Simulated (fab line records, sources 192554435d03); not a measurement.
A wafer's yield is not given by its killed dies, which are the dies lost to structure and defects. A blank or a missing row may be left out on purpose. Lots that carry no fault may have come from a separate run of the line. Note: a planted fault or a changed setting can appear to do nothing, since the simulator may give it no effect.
Split-lot study | flow n5_finfet | 21 wafers read across 7 lots, on a route 1938 steps long

== THE SPLIT ITSELF ==
At N5_FIN_CUT_EXPOSE_05 (exposes mask FIN CUT), the setting dose_mj was moved away from the recipe's 45.75 on 6 of the 21 wafers read, by -3.3% to +5.0%. The other wafers ran this setting at the recipe's value.

== FROM THE SPLIT TO THE READING: what the file shows between them, 3 steps ==
- N5_FIN_CUT_PEB_06: peb time 60 s
- N5_FIN_CUT_DEVELOP_07: develop time 30 s
- N5_FIN_CUT_DESCUM_13: chemistry O2, time 7 s

== THE READING ==
FIN_CUT.cd_offset_nm (the simulator's own value, which no gauge read), in nm, at N5_FIN_CUT_ETCH_30 (etches underlayer in N2/H2, target depth 13 nm, time 10.4 s). No usual value for it is given in the file. The 15 wafers here that ran the recipe average -0.1 nm, standard deviation 0.14 nm.

wafer  | tool, chamber at the split | dose_mj as run | against the recipe | FIN_CUT.cd_offset_nm, nm | against lot-mates on the recipe
L076.3 | euv_scanner-02, 0          | 45.75          | recipe             | -0.2                     | -
L076.4 | euv_scanner-02, 0          | 45.75          | recipe             | 0.2                      | -
L076.5 | euv_scanner-02, 0          | 45.75          | recipe             | 0.2                      | -
L078.2 | euv_scanner-02, 0          | 45.75          | recipe             | -0.2                     | -
L078.3 | euv_scanner-02, 0          | 44.22          | -3.3%              | -0.4                     | -0.2
L078.4 | euv_scanner-02, 0          | 44.22          | -3.3%              | -0.4                     | -0.2
L080.2 | euv_scanner-01, 0          | 45.75          | recipe             | 0                        | -
L080.3 | euv_scanner-01, 0          | 45.75          | recipe             | 0                        | -
L080.4 | euv_scanner-01, 0          | 45.75          | recipe             | -0.2                     | -
L083.2 | euv_scanner-02, 0          | 48.02          | +5.0%              | 1                        | +1.2
L083.3 | euv_scanner-02, 0          | 45.75          | recipe             | -0.2                     | -
L083.6 | euv_scanner-02, 0          | 48.02          | +5.0%              | 0.8                      | +1.0
L084.1 | euv_scanner-02, 0          | 45.75          | recipe             | -0.2                     | -
L084.2 | euv_scanner-02, 0          | 47.3           | +3.4%              | 0.8                      | +1.0
L084.3 | euv_scanner-02, 0          | 47.3           | +3.4%              | 0.6                      | +0.8
L087.1 | euv_scanner-02, 0          | 45.75          | recipe             | 0                        | -
L087.2 | euv_scanner-02, 0          | 45.75          | recipe             | 0                        | -
L087.4 | euv_scanner-02, 0          | 45.75          | recipe             | -0.2                     | -
L090.1 | euv_scanner-02, 0          | 45.75          | recipe             | 0                        | -
L090.3 | euv_scanner-02, 0          | 45.75          | recipe             | 0                        | -
L090.2 | euv_scanner-02, 0          | 45.75          | recipe             | -0.2                     | -

THE FIT
A straight line over all 21 wafers: FIN_CUT.cd_offset_nm changes by +0.175 nm for each +1% of dose_mj; r = +0.92; the points scatter about the line by 0.16 nm.
The same after taking each lot's own level away (the mean of its wafers on the recipe; 21 wafers): +0.185 nm for each +1%; r = +0.91; scatter 0.18 nm.
Per that fit: largest dose_mj move, reading shift of 0.92 nm.
The lots' own levels span -0.20 to 0.07 nm, that is 1.9 times the standard deviation above.
So the lot-to-lot level changes the slope little: the two slopes agree.
Check: +0.929 nm against its lot-mates is what the line predicts for one of the wafers moved furthest among these (+5.0%) when that wafer is left out of the fit. Against them it came out at +1.2 nm.

== OTHER SPLITS APPLIED TO THESE WAFERS ==
Other splits were also applied to these wafers ahead of the reading. Each is held against what the fit with the lots' levels taken away leaves over:
other split on the same wafers        | wafers away from the commonest value | r with FIN_CUT.cd_offset_nm (lot level and that fit taken away)
N5_WELL_APT_PEB_06 peb_time_s         | 6                                    | +0.32
N5_WELL_APT_DEVELOP_07 develop_time_s | 7                                    | -0.20
N5_FIN_SAQP_ETCH_65 time_s            | 4                                    | -0.21

== THE FILE'S OWN FIT ==
FIN_CUT.cd_offset_nm changes by +0.194 nm for each +1% of dose_mj, r = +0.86.
